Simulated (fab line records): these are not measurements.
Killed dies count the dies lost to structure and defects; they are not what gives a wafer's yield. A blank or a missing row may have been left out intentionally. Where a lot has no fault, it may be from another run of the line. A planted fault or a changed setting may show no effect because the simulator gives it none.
fab line records -- flow nand_harc -- part 1 of 2: steps 1 to 3 of 6
[record] lots = 18, wafers = 54, last_day = 33
route steps=1302 shown P_ZERO_WELL@46 P_GATE@148 P_CONTACT@235 P_M0@274 P_M1@307
lots that met no fault: from a run of the same line without faults
start_h: hours from the record's opening day to when the first of the lot's shown wafers began -- wait_h: hours elapsed since this lot's preceding step -- " same as the row above -- L1.1+2: a row that stands for several wafers -- - value missing, or start not given -- * or withheld: withheld -- < > ~ a bound
route shown NAME@n: NAME is a module with steps in the file, n the number in the route of the first one -- usual: mean and standard deviation over wafers with no fault -- same: alike in all rows -- chamber/n: place in a boat -- sites: readings site by site -- _std_site: the values' standard deviation -- _edge_site: the outer-site mean with the inner-site mean subtracted -- radius_mm: for every site, how far away it sits from the centre of the wafer -- mask NAME#n: copy n -- behind: the most recent tool/chamber to have shaped the wafer -- hold: reason for holding the lot/hours on hold/outcome of the hold -- device: whichever transistor did not switch (one of n, p or np) -- end of line: the same wafers' tests at the end of the route -- step lacking rows: just its recipe -- killed: count of dies lost to structure and defects at first sort (not the wafer's yield) -- map: a wafer's dies, x killed, . not, _ none there
set.NAME: the setting the step ran with; set.NAME@STEP: the setting that earlier step ran with -- model.NAME: the simulator's own value behind a step, which no gauge read
a sample of lots followed through the steps of the route, with each step as a table and each wafer as a row
services: from which hour (start_h, from the record's first day; less than 0 if before it) a tool's chamber was out of use, for how many hours, and why
[[steps]]
[step NHARC_P_ZERO_WELL_DESCUM_39]
[recipe] time_s = 3, o2_flow_sccm = 200, ar_flow_sccm = 0, bias_power_w = 0, chemistry = O2
[usual] chamber_pressure_mTorr = 60.00/0.055, drypump_motor_current_A = 5.6/0.43, mfc_ar_sccm = 0.008/0.01, oes_product_au = 1.004/0.012, rf_vpp_V = 57.8/0.92, showerhead_plenum_p_Torr = 1.91/0.096, throttle_valve_pct = 11.311/0.009
lot.wafer,tool,chamber,start_h,wait_h,chamber_pressure_mTorr,drypump_motor_current_A,mfc_ar_sccm,oes_product_au,rf_hours_counter_h,rf_vpp_V,showerhead_plenum_p_Torr,throttle_valve_pct
L075.4,rie_diel-02,0,34.27,-,59.98,6.4,0,1.000,55,58.6,2.03,11.303
L075.3,rie_diel-02,1,34.27,-,60.02,5.7,0.015,0.996,52,58.2,1.80,11.298
L075.6,rie_diel-02,0,34.27,-,59.99,6.4,0,1.006,-,58.4,2.03,11.308
L077.4,rie_diel-04,0,54.14,-,59.96,5.3,0.005,0.991,15,57.5,2.02,11.322
L077.1,rie_diel-04,2,54.14,-,60.09,4.8,0.012,1.003,14,58.4,1.98,11.319
L077.5,rie_diel-04,0,54.14,-,60.04,5.3,0.005,0.992,-,58.9,2.02,11.306
L079.1,rie_diel-04,0,74.34,-,60.03,5.3,0.005,1.010,22,59.6,2.02,11.300
L079.4,rie_diel-04,1,74.34,-,60.01,6.0,0,1.011,26,57.7,1.79,11.315
L079.6,rie_diel-04,0,74.34,-,59.97,5.3,0.005,0.996,-,58.3,2.02,11.321
L080.1,rie_diel-02,3,84.40,-,60.05,5.1,0.000,1.014,8,57.0,1.94,11.323
L080.2,rie_diel-02,0,84.40,-,59.95,6.3,0,0.991,7,57.9,2.02,11.327
L080.5,rie_diel-02,0,84.40,-,60.00,6.4,0,0.990,-,57.5,2.02,11.292
L081.4,rie_diel-13,1,94.25,-,60.03,6.1,0,1.009,31,57.9,1.78,11.309
L081.1,rie_diel-13,0,94.25,-,60.00,5.5,0,1.018,31,57.4,2.00,11.313
L081.6,rie_diel-13,1,94.25,-,60.02,6.1,0,0.992,-,57.8,1.78,11.298
L083.2,rie_diel-02,2,114.13,-,59.99,5.3,0.010,0.983,20,56.8,1.91,11.323
L083.4,rie_diel-02,0,114.13,-,59.94,6.4,0,0.995,15,59.0,2.02,11.308
L083.3,rie_diel-02,1,114.13,-,60.08,5.7,0.015,0.998,20,56.2,1.79,11.306
L084.1,rie_diel-13,3,126.26,-,60.14,5.2,0,1.016,45,58.4,1.97,11.306
L084.2,rie_diel-13,0,126.26,-,59.94,5.5,0,1.025,43,58.8,2.00,11.306
L084.6,rie_diel-13,2,126.26,-,59.95,6.0,0.017,1.012,-,57.4,1.93,11.311
L085.3,rie_diel-04,2,134.40,-,59.98,4.8,0.012,1.009,41,57.0,1.97,11.313
L085.4,rie_diel-04,1,134.40,-,60.05,6.0,0,1.001,44,57.6,1.79,11.321
L085.5,rie_diel-04,3,134.40,-,60.00,5.6,0.031,1.000,-,56.4,1.76,11.320
L086.4,rie_diel-04,2,144.42,-,60.03,4.8,0.012,1.016,43,58.2,1.97,11.304
L086.5,rie_diel-04,1,144.42,-,60.00,6.0,0,1.012,-,56.9,1.79,11.305
L086.6,rie_diel-04,2,144.42,-,59.97,4.8,0.012,1.016,-,57.0,1.97,11.314
L087.1,rie_diel-04,3,154.48,-,59.90,5.5,0.031,1.005,43,59.5,1.76,11.326
L087.5,rie_diel-04,1,154.48,-,59.92,6.0,0,1.010,-,58.0,1.79,11.327
L087.6,rie_diel-04,2,154.48,-,59.98,4.8,0.012,1.008,-,58.3,1.97,11.308
L088.1,rie_diel-13,2,164.17,-,60.04,6.0,0.017,1.012,55,57.6,1.92,11.309
L088.4,rie_diel-13,1,164.17,-,59.95,6.1,0,1.010,53,57.2,1.78,11.309
L088.6,rie_diel-13,3,164.17,-,59.98,5.2,0,1.014,-,58.6,1.97,11.310
L090.4,rie_diel-13,0,184.64,-,60.09,5.5,0,1.024,4,58.0,1.99,11.315
L090.1,rie_diel-13,1,184.64,-,60.00,6.1,0,1.018,6,57.6,1.77,11.295
L090.5,rie_diel-13,0,184.64,-,60.09,5.5,0,1.007,-,57.9,1.99,11.313
L091.1,rie_diel-02,2,194.26,-,59.99,5.3,0.010,0.985,51,57.9,1.90,11.304
L091.3,rie_diel-02,0,194.26,-,60.02,6.4,0,0.981,44,59.5,2.01,11.325
L091.4,rie_diel-02,1,194.26,-,59.90,5.7,0.015,1.001,50,55.8,1.78,11.311
L092.4,rie_diel-13,3,204.47,-,59.94,5.2,0,1.004,12,58.3,1.97,11.312
L092.3,rie_diel-13,0,204.47,-,59.94,5.5,0,1.021,10,58.0,1.99,11.304
L092.2,rie_diel-13,1,204.47,-,60.15,6.1,0,1.024,11,57.1,1.77,11.306
L093.2,rie_diel-04,2,214.29,-,59.95,4.8,0.012,1.014,5,59.1,1.96,11.319
L093.6,rie_diel-04,3,214.29,-,60.01,5.6,0.031,0.976,-,58.0,2.07,11.297
L093.4,rie_diel-04,2,214.29,-,60.04,4.9,0.012,1.009,-,58.6,1.96,11.313
L095.2,rie_diel-04,3,235.09,-,59.92,5.6,0.031,0.984,12,59.1,2.07,11.311
L095.5,rie_diel-04,3,235.09,-,60.06,5.5,0.031,0.986,-,59.2,2.07,11.327
L095.6,rie_diel-04,0,235.09,-,60.10,5.3,0.005,0.988,-,57.8,2.01,11.302
L096.3,rie_diel-02,3,245.19,-,59.95,5.1,0.000,0.989,9,58.2,1.92,11.314
L096.1,rie_diel-02,0,245.19,-,59.89,6.4,0,1.003,7,58.4,2.01,11.301
L096.6,rie_diel-02,2,245.19,-,60.04,5.3,0.010,1.001,-,57.3,1.90,11.301
L097.3,rie_diel-13,2,254.52,-,60.01,6.0,0.017,0.990,30,59.5,1.92,11.317
L097.1,rie_diel-13,3,254.52,-,59.94,5.3,0,1.004,27,58.0,1.96,11.318
L097.2,rie_diel-13,1,254.52,-,60.08,6.0,0,1.010,30,56.6,1.77,11.318
[step NHARC_P_GATE_ETCH_114]
[recipe] target_depth_a = 300, overetch_a = 30, time_s = 16.5, ion_energy_ev = 100, cf4_flow_sccm = 80, o2_flow_sccm = 20, ar_flow_sccm = 0, rf_w = 300, bias_w = 100, chemistry = CF4/O2
[usual] cf4_flow_sccm = 80.02/0.25, chamber_pressure_mTorr = 29.998/0.025, drypump_motor_current_A = 5.8/0.34, mfc_ar_sccm = 0.003/0.0072, oes_o_777_au = 1.000/0.0047, oes_product_au = 1.005/0.011, rf_fwd_power_W = 294.4/1.8, rf_vpp_V = 197.0/1.2, showerhead_plenum_p_Torr = 1.29/0.045, throttle_valve_pct = 13.397/0.009
lot.wafer,tool,chamber,start_h,wait_h,cf4_flow_sccm,chamber_pressure_mTorr,drypump_motor_current_A,mfc_ar_sccm,oes_o_777_au,oes_product_au,rf_fwd_power_W,rf_hours_counter_h,rf_vpp_V,showerhead_plenum_p_Torr,throttle_valve_pct
L075.3,rie_diel-10,1,-,-,80.10,29.991,6.5,0.026,0.998,1.012,292.5,1.3,196.6,1.24,13.388
L075.4,rie_diel-10,2,-,-,80.27,30.002,6.0,0,0.996,0.989,294.5,3.1,195.1,1.25,13.384
L075.6,rie_diel-10,3,-,-,79.97,30.019,6.1,0.003,0.998,0.995,294.8,-,196.7,1.25,13.385
L077.1,rie_diel-08,2,-,-,79.96,29.973,5.7,0,0.997,0.993,292.2,4.5,196.4,1.26,13.378
L077.4,rie_diel-08,1,-,-,79.84,30.010,5.4,0,0.997,1.011,298.9,4.3,200.1,1.36,13.387
L077.5,rie_diel-08,3,-,-,79.94,30.003,5.3,0,1.006,1.000,294.7,-,196.1,1.25,13.384
L079.4,rie_diel-08,3,-,-,79.89,30.021,5.4,0,0.997,1.000,295.0,5.9,196.4,1.25,13.390
L079.1,rie_diel-08,1,-,-,79.85,30.028,5.4,0,0.990,1.006,297.5,5.3,198.8,1.36,13.397
L079.6,rie_diel-08,3,-,-,80.33,29.984,5.3,0,1.000,1.011,294.6,-,197.4,1.25,13.395
L080.2,rie_diel-07,0,-,-,79.92,29.985,6.3,0.006,1.012,1.008,296.2,1.1,197.4,1.37,13.406
L080.1,rie_diel-07,1,-,-,80.07,30.030,6.0,0,1.007,0.996,294.9,1.6,196.0,1.33,13.383
L080.5,rie_diel-07,2,-,-,80.19,29.993,5.6,0,1.003,1.012,292.7,-,198.0,1.33,13.415
L081.4,rie_diel-08,3,-,-,80.04,29.958,5.3,0,0.997,1.013,295.4,7.8,195.6,1.25,13.381
L081.1,rie_diel-08,1,-,-,79.79,29.962,5.4,0,1.000,1.024,295.7,8.6,197.9,1.35,13.401
L081.6,rie_diel-08,2,-,-,79.74,30.015,5.7,0,0.999,1.007,290.4,-,195.6,1.26,13.402
L083.3,rie_diel-07,2,-,-,79.96,29.984,5.5,0,1.001,1.006,291.4,2.7,195.3,1.33,13.402
L083.2,rie_diel-07,3,-,-,80.06,29.959,5.4,0.010,0.995,0.995,295.2,2.2,196.8,1.35,13.378
L083.4,rie_diel-07,0,-,-,80.17,30.013,6.2,0.006,1.008,0.983,295.1,1.7,199.0,1.37,13.398
L084.1,rie_diel-10,2,-,-,80.11,29.999,6.0,0,0.995,1.009,292.6,8.2,196.7,1.25,13.396
L084.2,rie_diel-10,3,-,-,79.77,29.986,6.1,0.003,0.996,0.989,294.1,9.0,194.7,1.25,13.401
L084.6,rie_diel-10,1,-,-,80.22,29.981,6.5,0.026,1.005,0.993,293.5,-,195.1,1.24,13.399
L086.4,rie_diel-08,0,-,-,79.84,30.044,5.9,0,1.009,1.007,294.5,0.2,196.1,1.26,13.407
L086.6,rie_diel-08,0,-,-,79.89,30.031,5.9,0,0.999,1.013,294.1,-,197.4,1.26,13.403
L086.5,rie_diel-08,1,-,-,80.43,30.018,5.4,0,0.997,1.007,296.3,-,198.3,1.35,13.403
L085.4,rie_diel-08,0,-,-,79.83,29.985,5.9,0,1.000,1.022,293.3,0.2,195.0,1.26,13.418
L085.3,rie_diel-08,2,-,-,80.18,30.042,5.7,0,1.002,1.002,293.1,0.2,195.2,1.26,13.397
L085.5,rie_diel-08,0,-,-,79.60,29.988,5.9,0,1.000,1.014,295.8,-,197.5,1.26,13.388
L087.1,rie_diel-07,3,-,-,80.26,30.010,5.3,0.010,0.998,0.994,296.0,3.6,199.2,1.35,13.400
L087.5,rie_diel-07,3,-,-,80.12,29.977,5.4,0.010,0.997,1.000,297.5,-,198.6,1.35,13.390
L087.6,rie_diel-07,2,-,-,80.15,30.038,5.6,0,0.998,0.995,292.2,-,197.6,1.33,13.412
L088.4,rie_diel-08,3,-,-,80.29,29.965,5.3,0,1.000,1.000,293.8,1.3,196.6,1.25,13.405
L088.1,rie_diel-08,0,-,-,79.93,30.048,5.9,0,0.997,1.003,296.4,1.8,196.7,1.26,13.409
L088.6,rie_diel-08,1,-,-,79.90,29.963,5.4,0,0.996,1.015,297.5,-,198.1,1.35,13.389
L090.4,rie_diel-07,1,-,-,80.01,29.964,6.0,0,1.008,1.012,295.5,4.6,198.0,1.33,13.399
L090.1,rie_diel-07,2,-,-,79.81,30.000,5.6,0,1.000,1.007,291.3,5.5,199.0,1.33,13.408
L090.5,rie_diel-07,1,-,-,80.15,29.965,6.0,0,1.002,1.006,295.3,-,198.7,1.33,13.379
L091.1,rie_diel-08,0,-,-,79.58,30.000,5.9,0,0.994,1.019,294.4,3.7,196.4,1.26,13.397
L091.3,rie_diel-08,1,-,-,80.51,30.012,5.4,0,0.999,1.015,296.2,3.6,196.9,1.35,13.406
L091.4,rie_diel-08,2,-,-,80.42,29.970,5.7,0,1.007,1.006,293.0,3.2,196.8,1.26,13.412
L092.4,rie_diel-07,2,-,-,79.85,29.964,5.5,0,0.994,1.005,292.8,6.6,196.9,1.33,13.392
L092.2,rie_diel-07,3,-,-,79.87,30.008,5.3,0.010,0.996,1.002,295.8,5.8,198.1,1.35,13.395
L092.3,rie_diel-07,0,-,-,80.17,29.999,6.3,0.006,1.004,0.985,296.0,5.1,198.4,1.37,13.400
L093.2,rie_diel-10,2,-,-,80.07,30.059,6.0,0,1.001,1.017,292.6,2.3,195.2,1.25,13.403
L093.4,rie_diel-10,2,-,-,79.66,30.030,6.0,0,1.001,1.004,292.8,-,195.4,1.25,13.410
L093.6,rie_diel-10,1,-,-,80.41,29.996,6.5,0.026,1.000,0.987,293.1,-,195.6,1.24,13.395
L095.2,rie_diel-10,2,-,-,79.78,30.025,6.0,0,0.998,1.009,291.7,3.2,196.8,1.25,13.406
L095.6,rie_diel-10,0,-,-,80.48,29.976,5.9,0,1.000,1.017,290.9,-,197.9,1.31,13.385
L095.5,rie_diel-10,1,-,-,79.70,30.016,6.5,0.026,0.998,0.985,293.2,-,194.9,1.24,13.416
L096.1,rie_diel-10,2,-,-,80.34,29.952,6.0,0,0.999,0.995,293.3,4.4,195.6,1.25,13.373
L096.3,rie_diel-10,3,-,-,79.80,29.984,6.0,0.003,1.008,1.000,294.4,4.1,197.2,1.25,13.402
L096.6,rie_diel-10,1,-,-,80.05,30.004,6.5,0.026,1.003,0.985,295.4,-,195.3,1.24,13.390
L097.3,rie_diel-08,0,-,-,80.33,30.026,5.9,0,0.999,1.019,294.2,7.0,197.9,1.26,13.397
L097.1,rie_diel-08,1,-,-,79.73,30.001,5.5,0,0.996,1.007,296.7,6.7,198.6,1.35,13.397
L097.2,rie_diel-08,2,-,-,79.80,30.007,5.7,0,1.002,1.000,291.0,6.7,196.7,1.26,13.391
[step NHARC_P_GATE_RTA_64]
[recipe] temp_c = 1050, time_s = 1
[usual] lamp_power_pct = 35.9/2, lamp_zone_4_pct = 35.9/2, lamp_zone_6_pct = 35.8/2, wafer_temp_C_max = 1053.8/1
lot.wafer,tool,chamber,start_h,wait_h,lamp_power_pct,lamp_zone_4_pct,lamp_zone_6_pct,wafer_temp_C_max
L075.3,rtp_anneal-02,0,119.55,-,33.4,33.4,33.3,1054.3
L075.4,rtp_anneal-02,0,119.55,-,33.4,33.4,33.3,1052.9
L075.6,rtp_anneal-02,0,119.55,-,33.4,33.4,33.3,1054.4
L077.1,rtp_anneal-01,0,141.90,-,37.4,37.4,37.4,1054.0
L077.4,rtp_anneal-01,0,141.90,-,37.4,37.4,37.3,1053.0
L077.5,rtp_anneal-01,0,141.90,-,37.5,37.4,37.3,1053.3
L079.1,rtp_anneal-02,0,164.44,-,33.3,33.3,33.3,1053.2
L079.4,rtp_anneal-02,0,164.44,-,33.4,33.3,33.2,1053.5
L079.6,rtp_anneal-02,0,164.44,-,33.3,33.3,33.3,1053.0
L080.1,rtp_anneal-01,0,182.99,-,37.4,37.4,37.4,1056.1
L080.2,rtp_anneal-01,0,182.99,-,37.4,37.4,37.4,1053.5
L080.5,rtp_anneal-01,0,182.99,-,37.4,37.4,37.3,1053.5
L081.1,rtp_anneal-01,0,193.87,-,37.5,37.4,37.4,1052.1
L081.4,rtp_anneal-01,0,193.87,-,37.5,37.4,37.4,1052.1
L081.6,rtp_anneal-01,0,193.87,-,37.5,37.4,37.4,1055.1
L083.2,rtp_anneal-02,0,212.99,-,33.3,33.3,33.3,1053.1
L083.3,rtp_anneal-02,0,212.99,-,33.3,33.4,33.3,1053.5
L083.4,rtp_anneal-02,0,212.99,-,33.4,33.3,33.3,1055.2
L084.1,rtp_anneal-01,0,220.67,-,37.5,37.4,37.4,1054.9
L084.2,rtp_anneal-01,0,220.67,-,37.4,37.4,37.4,1055.6
L084.6,rtp_anneal-01,0,220.67,-,37.4,37.4,37.3,1055.2
L085.3,rtp_anneal-02,0,226.87,-,33.4,33.3,33.3,1053.4
L085.4,rtp_anneal-02,0,226.87,-,33.3,33.4,33.3,1053.8
L085.5,rtp_anneal-02,0,226.87,-,33.4,33.3,33.3,1052.3
L086.4,rtp_anneal-01,0,233.00,-,37.4,37.4,37.3,1054.1
L086.5,rtp_anneal-01,0,233.00,-,37.4,37.5,37.3,1054.0
L086.6,rtp_anneal-01,0,233.00,-,37.4,37.3,37.4,1052.7
L087.1,rtp_anneal-02,0,239.60,-,33.4,33.3,33.4,1052.4
L087.5,rtp_anneal-02,0,239.60,-,33.3,33.3,33.3,1051.9
L087.6,rtp_anneal-02,0,239.60,-,33.4,33.4,33.4,1051.6
L088.1,rtp_anneal-01,0,258.43,-,37.4,37.5,37.4,1054.2
L088.4,rtp_anneal-01,0,258.43,-,37.4,37.4,37.3,1053.7
L088.6,rtp_anneal-01,0,258.43,-,37.5,37.4,37.4,1053.8
L090.1,rtp_anneal-01,0,282.31,-,37.5,37.4,37.4,1054.2
L090.4,rtp_anneal-01,0,282.31,-,37.5,37.4,37.3,1054.4
L090.5,rtp_anneal-01,0,282.31,-,37.4,37.4,37.4,1055.6
L091.1,rtp_anneal-02,0,284.37,-,33.3,33.3,33.3,1051.7
L091.3,rtp_anneal-02,0,284.37,-,33.4,33.3,33.3,1053.4
L091.4,rtp_anneal-02,0,284.37,-,33.3,33.3,33.3,1052.3
L092.2,rtp_anneal-01,0,300.72,-,37.5,37.4,37.4,1053.4
L092.3,rtp_anneal-01,0,300.72,-,37.4,37.4,37.4,1053.2
L092.4,rtp_anneal-01,0,300.72,-,37.4,37.4,37.4,1053.7
L093.2,rtp_anneal-01,0,301.01,-,37.4,37.4,37.4,1054.1
L093.4,rtp_anneal-01,0,301.01,-,37.4,37.4,37.3,1056.2
L093.6,rtp_anneal-01,0,301.01,-,37.4,37.4,37.3,1056.0
L095.2,rtp_anneal-01,0,334.84,-,37.4,37.4,37.3,1053.3
L095.5,rtp_anneal-01,0,334.84,-,37.4,37.4,37.4,1054.6
L095.6,rtp_anneal-01,0,334.84,-,37.4,37.5,37.3,1056.0
L096.1,rtp_anneal-02,0,345.90,-,33.4,33.3,33.3,1052.9
L096.3,rtp_anneal-02,0,345.90,-,33.4,33.4,33.4,1052.7
L096.6,rtp_anneal-02,0,345.90,-,33.4,33.4,33.3,1051.5
L097.1,rtp_anneal-01,0,348.98,-,37.4,37.4,37.3,1053.3
L097.2,rtp_anneal-01,0,348.98,-,37.4,37.4,37.4,1054.8
L097.3,rtp_anneal-01,0,348.98,-,37.4,37.5,37.3,1054.7
